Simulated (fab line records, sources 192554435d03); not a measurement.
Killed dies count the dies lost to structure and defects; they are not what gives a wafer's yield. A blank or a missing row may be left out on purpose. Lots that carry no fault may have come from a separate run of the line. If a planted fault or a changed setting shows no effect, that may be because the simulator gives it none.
Chamber matching / flow n5_finfet / N5_BEOL_M4_ETCH_70 on rie_diel-04: 4 sister chambers
The step etches SOC in N2/H2, target depth 80 nm, overetch 24 nm, time 130 s. 8 wafers are shown with their chamber, then 10 later ones without.

== WAFERS PAIRED WITH THEIR CHAMBERS ==
wafer=L082.2; chamber=0; showerhead_plenum_p_Torr (Torr)=2.56; drypump_motor_current_A (A)=5.8
wafer=L081.2; chamber=2; showerhead_plenum_p_Torr (Torr)=2.57; drypump_motor_current_A (A)=5.6
wafer=L080.6; chamber=3; showerhead_plenum_p_Torr (Torr)=2.42; drypump_motor_current_A (A)=5.5
wafer=L091.1; chamber=1; showerhead_plenum_p_Torr (Torr)=2.42; drypump_motor_current_A (A)=6.2
wafer=L091.4; chamber=0; showerhead_plenum_p_Torr (Torr)=2.55; drypump_motor_current_A (A)=5.8
wafer=L091.5; chamber=2; showerhead_plenum_p_Torr (Torr)=2.57; drypump_motor_current_A (A)=5.6
wafer=L093.3; chamber=1; showerhead_plenum_p_Torr (Torr)=2.41; drypump_motor_current_A (A)=6.1
wafer=L093.4; chamber=3; showerhead_plenum_p_Torr (Torr)=2.41; drypump_motor_current_A (A)=5.5

== WAFERS WITH NO CHAMBER GIVEN ==
wafer=L093.6; showerhead_plenum_p_Torr (Torr)=2.41; drypump_motor_current_A (A)=5.5
wafer=L092.1; showerhead_plenum_p_Torr (Torr)=2.56; drypump_motor_current_A (A)=5.6
wafer=L092.3; showerhead_plenum_p_Torr (Torr)=2.55; drypump_motor_current_A (A)=5.8
wafer=L092.5; showerhead_plenum_p_Torr (Torr)=2.41; drypump_motor_current_A (A)=5.5
wafer=L096.2; showerhead_plenum_p_Torr (Torr)=2.56; drypump_motor_current_A (A)=5.6
wafer=L096.3; showerhead_plenum_p_Torr (Torr)=2.41; drypump_motor_current_A (A)=5.5
wafer=L096.4; showerhead_plenum_p_Torr (Torr)=2.41; drypump_motor_current_A (A)=6.1
wafer=L097.1; showerhead_plenum_p_Torr (Torr)=2.56; drypump_motor_current_A (A)=5.6
wafer=L097.4; showerhead_plenum_p_Torr (Torr)=2.56; drypump_motor_current_A (A)=5.6
wafer=L097.6; showerhead_plenum_p_Torr (Torr)=2.41; drypump_motor_current_A (A)=6.2

== CHAMBER TAKEN BY EACH ==
wafer=L093.6; from the rows above=3; in truth=3
wafer=L092.1; from the rows above=2; in truth=2
wafer=L092.3; from the rows above=0; in truth=0
wafer=L092.5; from the rows above=3; in truth=3
wafer=L096.2; from the rows above=2; in truth=2
wafer=L096.3; from the rows above=3; in truth=3
wafer=L096.4; from the rows above=1; in truth=1
wafer=L097.1; from the rows above=2; in truth=2
wafer=L097.4; from the rows above=2; in truth=2
wafer=L097.6; from the rows above=1; in truth=1
Correct placement for 10 of the 10. Can't be placed from these rows: 0. Placed wrongly: 0.
How it was worked out, from the rows above alone: a wafer's distance from a chamber is the root of the sum, over the readings, of the square of ((its reading less the chamber's mean) divided by the reading's scatter). The wafer belongs to the nearest chamber; if the next one is less than 2 further off, it can't be placed. Each chamber's mean is taken over the wafers shown for it. The scatter: the root of (the sum of the squares of (reading less its chamber's mean) over the shown wafers, divided by (wafers less chambers)).
